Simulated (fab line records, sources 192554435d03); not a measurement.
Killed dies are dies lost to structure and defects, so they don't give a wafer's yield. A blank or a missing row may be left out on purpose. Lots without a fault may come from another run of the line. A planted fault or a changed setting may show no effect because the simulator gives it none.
fab line records | flow n5_finfet | part 1 of 2: steps 1 to 15 of 16
record lots=7 wafers=18 last_day=16
route steps=1938 shown BEOL_M4@1052 PASSIVATION@1936
lots that met no fault: from a run of the same line without faults
start_h: hours from the record's first day to the start of the lot's first wafer shown | wait_h: hours since the lot's step before | " the same as in the row above | L1.1+2: a row that stands for several wafers | - no value, or no start given | * or withheld: withheld | < > ~ a bound
route shown NAME@n: a module of which the file shows steps, and the number in the route of the first | usual: mean/standard deviation of fault-free wafers | same: alike in all rows | chamber/n: place in a boat | sites: the reading at each site | _std_site: their standard deviation | _edge_site: outer sites' mean less inner sites' | radius_mm: how far each site lies from the wafer's centre | mask NAME#n: copy n | behind: the tool/chamber that last shaped the wafer | hold: why the lot was held/for how many hours/how that ended | device: the transistor (n, p or np) that didn't switch | end of line: the same wafers' tests at the end of the route | a step without rows: its recipe alone | killed: dies lost to structure and defects at the first sort, not the wafer's yield | map: a wafer's dies, x killed, . not, _ none there
set.NAME: the setting as run; set.NAME@STEP: as run at that earlier step | model.NAME: the simulator's own value behind a step, which no gauge read
lots at some steps of the route; a table a step, a row a wafer
services: from which hour (start_h, from the record's first day; less than 0 if before it) a tool's chamber was out of use, for how many hours, and why
## steps
# step N5_BEOL_M4_SOFTBAKE_23
# recipe temp_c=110 time_s=60 resist=CAR-EUV
# step N5_BEOL_M4_EXPOSE_25
# recipe mask_id=V3 na=0.33 source_shape=quasar sigma_inner=0.2 sigma_outer=0.8 polarization=unpolarized defocus_nm=5 dose_mj=63
# step N5_BEOL_M4_PEB_26
# recipe peb_temp_c=100 peb_time_s=60 resist=CAR-EUV
# step N5_BEOL_M4_DEVELOP_27
# recipe develop_time_s=30 developer=TMAH resist=CAR-EUV rinse_liquid=surfactant_rinse dry=air_spin dev_temp_c=23
# step N5_BEOL_M4_CD_MEAS_28
# recipe target_cd_nm=26.2 landing_energy_ev=500 detector=se_inlens target_cd_y_nm=24.1 polarity=opening
# usual cd_nm=26.12/0.26
# columns lot.wafer tool chamber start_h wait_h cd_nm
L419.1 cd_sem-01 0 162.82 - 25.68
L419.2 " 0 " " 25.96
L419.4 " 0 " " 25.78
L422.4 cd_sem-01 0 186.27 - 25.97
L422.5 " 0 " " 26.29
L422.6 " 0 " " 26.25
L429.2 cd_sem-01 0 231.24 - 26.40
L429.4 " 0 " " 26.16
L430.1 cd_sem-01 0 232.19 - 25.87
L430.4 " 0 " " 26.32
L430.6 " 0 " " 26.48
L431.2 cd_sem-03 0 237.72 - 25.80
L431.5 " 0 " " 25.66
L433.5 cd_sem-01 0 246.39 - 25.72
L433.6 " 0 " " 26.27
L437.3 cd_sem-03 0 274.39 - 26.32
L437.5 " 0 " " 26.29
L437.6 " 0 " " 25.98
# step N5_BEOL_M4_OVL_MEAS_29
# recipe points_per_wafer=522
# usual V3_OVL=-0.6/0.61
# columns lot.wafer tool chamber start_h wait_h V3_OVL[nm]
L419.1 overlay-02 0 162.86 0.0 0.0
L419.2 " 0 " " 0.0
L419.4 " 0 " " 0.2
L422.4 overlay-02 0 186.31 0.0 0.5
L422.5 " 0 " " -0.4
L422.6 " 0 " " 0.5
L429.2 overlay-02 0 231.28 0.0 -0.9
L429.4 " 0 " " -0.6
L430.1 overlay-02 0 232.22 0.0 0.0
L430.4 " 0 " " -1.0
L430.6 " 0 " " -1.3
L431.2 overlay-02 0 237.75 0.0 0.2
L431.5 " 0 " " 0.4
L433.5 overlay-01 0 246.44 0.0 -0.1
L433.6 " 0 " " -0.4
L437.3 overlay-01 0 274.43 0.0 -0.4
L437.5 " 0 " " -0.4
L437.6 " 0 " " 0.2
# step N5_BEOL_M4_INSPECT_30
# recipe mode=adi inspect_instrument=brightfield
# usual raw_defect_count=410/90
# columns lot.wafer tool chamber start_h wait_h raw_defect_count
L419.1 defect_inspect-01 - 162.91 0.1 515
L419.2 " - " " 386
L419.4 " - " " 405
L422.4 defect_inspect-02 - 186.36 0.0 362
L422.5 " - " " 314
L422.6 " - " " 352
L429.2 defect_inspect-01 - 231.33 0.0 372
L429.4 " - " " 289
L430.1 defect_inspect-02 - 232.28 0.1 392
L430.4 " - " " 428
L430.6 " - " " 349
L431.2 defect_inspect-02 - 237.81 0.0 259
L431.5 " - " " 296
L433.5 defect_inspect-02 - 246.48 0.0 429
L433.6 " - " " 396
L437.3 defect_inspect-01 - 274.48 0.0 356
L437.5 " - " " 558
L437.6 " - " " 419
# step N5_BEOL_M4_DESCUM_33
# recipe chemistry=O2 time_s=7 source_power_w=50 bias_power_w=20 pressure_mtorr=20 rf_frequency_hz=2.712e+07 temp_c=40 resist=CAR-EUV o2_flow_sccm=225
# usual chamber_pressure_mTorr=19.999/0.018 drypump_motor_current_A=5.65/0.27 oes_product_au=0.79/0.084 rf_vpp_V=243.0/1.7 showerhead_plenum_p_Torr=2.10/0.076 throttle_valve_pct=20.49/0.23
# columns lot.wafer tool chamber start_h wait_h chamber_pressure_mTorr drypump_motor_current_A oes_product_au rf_hours_counter_h rf_vpp_V showerhead_plenum_p_Torr throttle_valve_pct
L419.1 rie_diel-01 0 163.64 0.7 20.013 6.10 0.94 16 243.2 2.07 20.68
L419.2 " 1 " " 20.020 5.75 0.72 181 245.1 2.15 20.35
L419.4 " 2 " " 20.000 6.00 0.69 232 240.5 1.97 20.46
L422.4 rie_diel-02 3 186.39 0.0 20.016 5.35 0.76 192 243.3 2.08 20.70
L422.5 " 1 " " 20.014 5.67 0.97 - 245.0 2.19 20.01
L422.6 " 2 " " 19.991 5.35 0.81 - 241.8 2.06 20.56
L429.2 rie_diel-02 1 231.50 0.2 20.009 5.68 0.90 22 244.6 2.19 20.06
L429.4 " 3 " " 20.011 5.34 0.73 210 242.8 2.08 20.73
L430.1 rie_diel-02 2 232.91 0.6 20.039 5.39 0.79 101 242.4 2.05 20.60
L430.4 " 0 " " 19.975 5.82 0.71 212 240.7 2.00 20.64
L430.6 " 1 " " 20.021 5.66 0.90 - 245.1 2.19 20.06
L431.2 rie_diel-02 3 238.98 1.2 19.999 5.29 0.73 214 242.3 2.07 20.73
L431.5 " 1 " " 20.016 5.66 0.90 - 245.6 2.19 20.05
L433.5 rie_diel-02 1 246.62 0.1 19.990 5.67 0.88 - 246.1 2.19 20.04
L433.6 " 2 " " 19.974 5.36 0.78 - 241.8 2.05 20.61
L437.3 rie_diel-02 2 274.51 0.0 19.971 5.37 0.77 118 242.0 2.04 20.61
L437.5 " 2 " " 19.968 5.38 0.78 - 241.8 2.04 20.62
L437.6 " 3 " " 19.993 5.42 0.72 - 242.8 2.07 20.77
# step N5_BEOL_M4_ETCH_77
# recipe chemistry=N2/H2 target=underlayer target_depth_a=65 mask_material=CAR-EUV time_s=5.2 ion_energy_ev=200 pressure_mtorr=30 source_w=840 bias_w=150 n2_flow_sccm=200 h2_flow_sccm=200 ends=cleared
# usual chamber_pressure_mTorr=30.00/0.046 drypump_motor_current_A=5.66/0.27 etch_rf_on_time_s=5.19/0.12 h2_flow_sccm=200.0/0.57 oes_product_au=0.67/0.071 rf_vpp_V=524/3.2 showerhead_plenum_p_Torr=2.54/0.11 throttle_valve_pct=17.90/0.18
# columns lot.wafer tool chamber start_h wait_h chamber_pressure_mTorr drypump_motor_current_A etch_rf_on_time_s h2_flow_sccm oes_product_au rf_hours_counter_h rf_vpp_V showerhead_plenum_p_Torr throttle_valve_pct
L419.1 rie_diel-01 0 163.67 0.0 29.99 6.09 5.27 200.4 0.77 16 523 2.51 18.04
L419.2 " 1 " " 29.98 5.77 5.26 199.1 0.61 181 528 2.60 17.73
L419.4 " 2 " " 30.02 6.01 4.94 199.4 0.61 232 519 2.41 17.99
L422.4 rie_diel-02 3 186.42 0.0 29.97 5.38 5.09 200.1 0.64 192 525 2.52 18.07
L422.5 " 1 " " 30.03 5.67 5.27 199.9 0.82 - 528 2.73 17.86
L422.6 " 2 " " 30.02 5.38 5.27 200.0 0.67 - 523 2.45 17.70
L429.2 rie_diel-02 1 231.54 0.0 29.99 5.68 5.29 200.1 0.77 22 529 2.72 17.91
L429.4 " 3 " " 29.98 5.33 5.05 199.8 0.63 210 524 2.52 18.10
L430.1 rie_diel-02 2 232.94 0.0 29.94 5.36 5.26 199.4 0.66 101 524 2.44 17.73
L430.4 " 0 " " 29.93 5.80 5.20 200.0 0.61 212 519 2.41 17.94
L430.6 " 1 " " 29.99 5.68 5.25 200.1 0.76 - 528 2.72 17.92
L431.2 rie_diel-02 3 239.01 0.0 29.97 5.42 5.08 200.2 0.63 214 525 2.52 18.09
L431.5 " 1 " " 30.01 5.68 5.30 199.5 0.76 - 527 2.72 17.91
L433.5 rie_diel-02 1 246.65 0.0 29.99 5.68 5.24 200.1 0.76 - 527 2.72 17.93
L433.6 " 2 " " 29.98 5.39 5.33 199.7 0.65 - 522 2.44 17.74
L437.3 rie_diel-02 2 274.55 0.0 30.01 5.37 5.29 200.6 0.63 118 520 2.43 17.75
L437.5 " 2 " " 30.05 5.40 5.30 200.5 0.64 - 523 2.43 17.78
L437.6 " 3 " " 29.96 5.39 5.06 199.8 0.62 - 521 2.51 18.14
# step N5_BEOL_M4_ETCH_69
# recipe chemistry=CF4 target=SiARC target_depth_a=156 mask_material=CAR-EUV time_s=26 ion_energy_ev=80 pressure_mtorr=40 source_w=545 bias_w=36 Ar_flow_sccm=100 cf4_flow_sccm=100 ends=cleared
# usual chamber_pressure_mTorr=40.00/0.036 drypump_motor_current_A=5.65/0.28 etch_rf_on_time_s=25.9/0.59 oes_product_au=0.67/0.071 rf_vpp_V=184.1/1.5 showerhead_plenum_p_Torr=2.14/0.09 throttle_valve_pct=15.64/0.18
# columns lot.wafer tool chamber start_h wait_h chamber_pressure_mTorr drypump_motor_current_A etch_rf_on_time_s oes_product_au rf_hours_counter_h rf_vpp_V showerhead_plenum_p_Torr throttle_valve_pct
L419.1 rie_diel-01 0 163.69 0.0 40.01 6.10 26.4 0.79 16 184.6 2.11 15.64
L419.2 " 1 " " 40.00 5.75 26.1 0.61 182 183.5 2.23 15.73
L419.4 " 2 " " 40.01 6.05 24.5 0.60 232 182.8 2.04 15.75
L422.4 rie_diel-02 3 186.44 0.0 40.06 5.36 25.8 0.63 192 184.5 2.14 15.93
L422.5 " 1 " " 39.99 5.67 26.0 0.83 - 185.4 2.28 15.46
L422.6 " 2 " " 39.94 5.38 26.4 0.68 - 183.5 2.09 15.57
L429.2 rie_diel-02 1 231.55 0.0 40.02 5.68 26.8 0.76 22 185.5 2.27 15.48
L429.4 " 3 " " 39.95 5.33 25.7 0.62 210 184.6 2.13 15.95
L430.1 rie_diel-02 2 232.96 0.0 40.02 5.38 26.3 0.67 101 181.7 2.09 15.62
L430.4 " 0 " " 40.02 5.81 26.2 0.60 212 182.8 2.01 15.70
L430.6 " 1 " " 40.01 5.67 26.3 0.77 - 186.0 2.27 15.49
L431.2 rie_diel-02 3 239.03 0.0 40.03 5.32 25.6 0.62 214 184.6 2.13 15.96
L431.5 " 1 " " 40.00 5.68 26.2 0.77 - 187.7 2.27 15.49
L433.5 rie_diel-02 1 246.68 0.0 40.00 5.67 26.0 0.77 - 187.1 2.27 15.51
L433.6 " 2 " " 40.03 5.38 26.2 0.65 - 182.6 2.08 15.62
L437.3 rie_diel-02 2 274.56 0.0 39.98 5.36 26.2 0.65 118 183.6 2.08 15.63
L437.5 " 2 " " 40.01 5.37 26.4 0.65 - 182.5 2.08 15.65
L437.6 " 3 " " 40.02 5.38 25.8 0.62 - 183.3 2.13 16.00
# step N5_BEOL_M4_ALD_98
# recipe material=SiO2 target_thk_a=25 temp_c=100 ald_precursor_family=BDEAS ald_co_reactant=O2-plasma pulse_time_s=1 co_reactant_pulse_time_s=1 purge_time_s=2 co_reactant_purge_time_s=2 ald_cycles=17 pressure_torr=2
# usual heater_power_w=77/5.2 precursor_pulse_height_rel=1.002/0.018
# columns lot.wafer tool chamber start_h wait_h heater_power_w precursor_pulse_height_rel
L419.1 ald_sin-02 2 163.77 0.1 68 0.986
L419.2 " 3 " " 77 1.002
L419.4 " 1 " " 66 0.975
L422.4 ald_sin-02 1 187.07 0.6 65 0.986
L422.5 " 2 " " 68 0.969
L422.6 " 3 " " 74 0.991
L429.2 ald_sin-03 0 231.64 0.1 77 0.988
L429.4 " 1 " " 75 1.007
L430.1 ald_sin-03 1 233.04 0.1 77 1.022
L430.4 " 3 " " 81 1.005
L430.6 " 3 " " 81 1.052
L431.2 ald_sin-03 0 239.11 0.1 75 1.007
L431.5 " 3 " " 83 1.012
L433.5 ald_sin-02 1 246.78 0.1 64 1.017
L433.6 " 0 " " 73 1.030
L437.3 ald_sin-03 1 274.96 0.4 77 1.028
L437.5 " 1 " " 76 0.988
L437.6 " 0 " " 76 0.986
# step N5_BEOL_M4_ETCHBACK_99
# recipe chemistry=CHF3 target=SiO2 target_depth_a=50 time_s=10.4 source_w=215 bias_w=47 Ar_flow_sccm=200 CHF3_flow_sccm=12 ion_energy_ev=100 pressure_mtorr=30
# usual chamber_pressure_mTorr=30.001/0.027 drypump_motor_current_A=5.7/0.31 oes_product_au=0.79/0.086 rf_vpp_V=238/4.7 showerhead_plenum_p_Torr=2.17/0.092 throttle_valve_pct=17.10/0.19
# columns lot.wafer tool chamber start_h wait_h chamber_pressure_mTorr drypump_motor_current_A oes_product_au rf_hours_counter_h rf_vpp_V showerhead_plenum_p_Torr throttle_valve_pct
L419.1 rie_diel-01 2 165.14 1.3 29.986 6.0 0.69 233 236 2.05 17.27
L419.2 " 3 " " 29.968 5.2 0.85 67 233 2.16 16.71
L419.4 " 0 " " 29.995 6.1 0.93 16 234 2.13 17.25
L422.4 rie_diel-02 2 190.86 3.7 29.993 5.4 0.80 84 240 2.11 17.12
L422.5 " 3 " " 29.967 5.3 0.74 - 246 2.16 17.46
L422.6 " 0 " " 30.024 5.8 0.71 - 235 2.03 17.11
L429.2 rie_diel-02 0 234.71 3.0 29.947 5.8 0.70 213 236 2.02 17.15
L429.4 " 2 " " 30.052 5.4 0.79 102 240 2.11 17.17
L430.1 rie_diel-01 1 237.55 4.5 30.052 5.8 0.70 209 235 2.23 17.22
L430.4 " 0 " " 29.997 6.1 0.87 45 235 2.12 17.32
L430.6 " 2 " " 30.011 6.0 1.01 - 239 2.31 16.93
L431.2 rie_diel-02 2 244.85 5.7 29.968 5.4 0.77 107 238 2.10 17.18
L431.5 " 1 " " 29.972 5.7 0.89 - 236 2.29 16.98
L433.5 rie_diel-02 3 248.78 1.9 30.039 5.4 0.72 - 248 2.15 17.49
L433.6 " 2 " " 30.002 5.4 0.76 - 238 2.10 17.18
L437.3 rie_diel-05 1 275.17 0.2 29.970 5.8 0.71 204 237 2.23 17.20
L437.5 " 2 " " 29.991 5.6 0.75 - 239 2.02 17.07
L437.6 " 3 " " 30.028 5.8 0.80 - 239 2.27 16.91
# step N5_BEOL_M4_ETCH_70
# recipe chemistry=N2/H2 target=SOC target_depth_a=800 overetch_a=240 mask_material=SiARC temp_c=40 time_s=130 ion_energy_ev=200 pressure_mtorr=30 source_w=840 bias_w=150 n2_flow_sccm=200 h2_flow_sccm=200
# usual chamber_pressure_mTorr=29.999/0.029 drypump_motor_current_A=5.7/0.31 h2_flow_sccm=200.1/0.59 oes_product_au=0.58/0.059 rf_vpp_V=524.3/3 run_length_s=153.3/0.51 showerhead_plenum_p_Torr=2.56/0.11 throttle_valve_pct=17.86/0.22
# columns lot.wafer tool chamber start_h wait_h chamber_pressure_mTorr drypump_motor_current_A h2_flow_sccm oes_product_au rf_hours_counter_h rf_vpp_V run_length_s showerhead_plenum_p_Torr throttle_valve_pct model.SiARC_of_BEOL_M4_COAT_68.thk_nm
L419.1 rie_diel-01 2 165.17 0.0 29.986 6.0 199.9 0.51 233 521.4 152.9 2.41 17.94 5.4
L419.2 " 3 " " 30.014 5.2 200.1 0.61 67 525.0 153.5 2.57 17.48 5.8
L419.4 " 0 " " 30.022 6.1 201.0 0.68 16 523.2 152.6 2.51 17.98 6
L422.4 rie_diel-02 2 190.90 0.0 29.942 5.4 200.0 0.59 84 522.0 153.2 2.45 17.65 5.8
L422.5 " 3 " " 29.965 5.4 199.0 0.54 - 522.9 154.5 2.52 18.05 5.4
L422.6 " 0 " " 30.011 5.8 200.0 0.53 - 520.5 153.0 2.42 17.86 5.8
L429.2 rie_diel-02 0 234.75 0.0 29.966 5.8 200.5 0.55 213 520.3 145.9 2.41 17.90 6.4
L429.4 " 2 " " 30.051 5.4 199.3 0.57 102 519.9 153.3 2.44 17.69 6
L430.1 rie_diel-01 1 237.59 0.0 30.013 5.8 199.9 0.52 209 527.7 154.1 2.59 17.74 6.2
L430.4 " 0 " " 30.002 6.1 201.1 0.64 45 520.9 152.7 2.49 18.04 6.2
L430.6 " 2 " " 29.998 6.0 199.5 0.72 - 528.2 153.4 2.72 17.65 5.4
L431.2 rie_diel-02 2 244.89 0.0 30.038 5.4 200.0 0.60 107 521.5 146.8 2.44 17.72 6.4
L431.5 " 1 " " 30.020 5.7 201.2 0.66 - 527.6 153.0 2.72 17.87 6.2
L433.5 rie_diel-02 3 248.84 0.0 29.981 5.4 199.6 0.53 - 522.5 154.1 2.51 18.07 5.6
L433.6 " 2 " " 29.995 5.4 199.9 0.59 - 520.4 146.2 2.44 17.72 6.4
L437.3 rie_diel-05 1 275.21 0.0 29.979 5.8 200.4 0.52 204 527.0 153.7 2.66 18.22 6
L437.5 " 2 " " 30.000 5.6 200.7 0.55 - 519.6 152.8 2.43 17.98 6
L437.6 " 3 " " 30.038 5.8 199.9 0.59 - 525.7 153.5 2.67 17.65 6
# step N5_BEOL_M4_STRIP_71
# recipe chemistry=N2/H2 temp_c=40 n2_flow_sccm=200 h2_flow_sccm=200 rf_frequency_hz=6e+07
# step N5_BEOL_M4_RC_MEAS_101
# usual DIBL_N=36.0/2.5 DIBL_P=36.3/2.8 IOFF_N=0.16/0.042 IOFF_P=0.21/0.045 ION_N=673/15 ION_P=463/8.1 SS_N=71.4/0.73 SS_P=73.3/0.92 VT_N=251/4.1 VT_P=-250/3.4
# columns lot.wafer tool chamber start_h wait_h DIBL_N[mV/V] DIBL_P[mV/V] IOFF_N[nA/um] IOFF_P[nA/um] ION_N[uA/um] ION_P[uA/um] SS_N[mV/dec] SS_P[mV/dec] VT_N[mV] VT_P[mV]
L419.1 prober-01 0 169.70 0.0 34.6 34.5 0.15 0.22 673 472 72.0 72.6 250 -248
L419.2 " 0 " " 36.4 35.2 0.15 0.22 669 459 71.5 72.3 252 -247
L419.4 " 0 " " 35.3 35.5 0.16 0.23 674 470 71.6 73.0 253 -250
L422.4 prober-01 0 196.21 0.5 37.8 38.9 0.19 0.24 679 457 72.0 74.5 248 -248
L422.5 " 0 " " 35.7 36.6 0.16 0.20 666 461 70.5 73.4 247 -249
L422.6 " 0 " " 35.9 37.3 0.17 0.22 685 472 71.0 73.6 248 -251
L429.2 prober-02 0 239.15 0.2 31.2 30.5 0.09 0.14 649 453 70.3 71.9 261 -253
L429.4 " 0 " " 30.8 31.1 0.09 0.16 657 466 70.4 72.1 257 -253
L430.1 prober-02 0 246.96 0.0 33.0 34.6 0.14 0.17 682 468 71.0 72.9 250 -251
L430.4 " 0 " " 35.0 37.7 0.16 0.21 687 468 71.2 72.7 248 -253
L430.6 " 0 " " 34.4 35.8 0.15 0.19 668 451 71.8 73.4 252 -254
L431.2 prober-01 0 249.12 0.2 33.0 35.4 0.12 0.20 666 469 70.3 72.3 253 -247
L431.5 " 0 " " 29.9 30.8 0.07 0.13 633 452 70.1 71.2 263 -252
L433.5 prober-02 0 255.60 0.6 37.0 37.3 0.17 0.20 685 467 71.0 74.8 250 -250
L433.6 " 0 " " 39.9 40.4 0.24 0.26 697 466 72.1 74.2 247 -248
L437.3 prober-02 0 281.56 0.3 34.3 33.6 0.12 0.17 652 449 71.3 72.3 256 -252
L437.5 " 0 " " 36.4 36.7 0.14 0.22 674 467 71.6 73.2 252 -250
L437.6 " 0 " " 37.9 38.4 0.18 0.25 675 464 71.8 74.3 250 -249
## key
first_sign step=N5_BEOL_M4_ETCH_70 reading=run_length_s direction=down sigmas=14 usual=* struck=*
effect none on later readings
model_effect step=N5_BEOL_M4_ETCH_70 value=SiARC_of_BEOL_M4_COAT_68.thk_nm without=6 struck=6.4
met_at N5_BEOL_M4_ETCH_70
struck_wafers L429.2,L431.2,L433.6
onset_between 190.90 234.75
fault kind=process_parameter_drift tool=rie_diel-02 chamber=- onset_h=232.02 steps=N5_BEOL_M4_ETCH_70 channel=time_s offset=* shape=step end_h=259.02 scope=struck_wafers_only acts_in=* stated=*
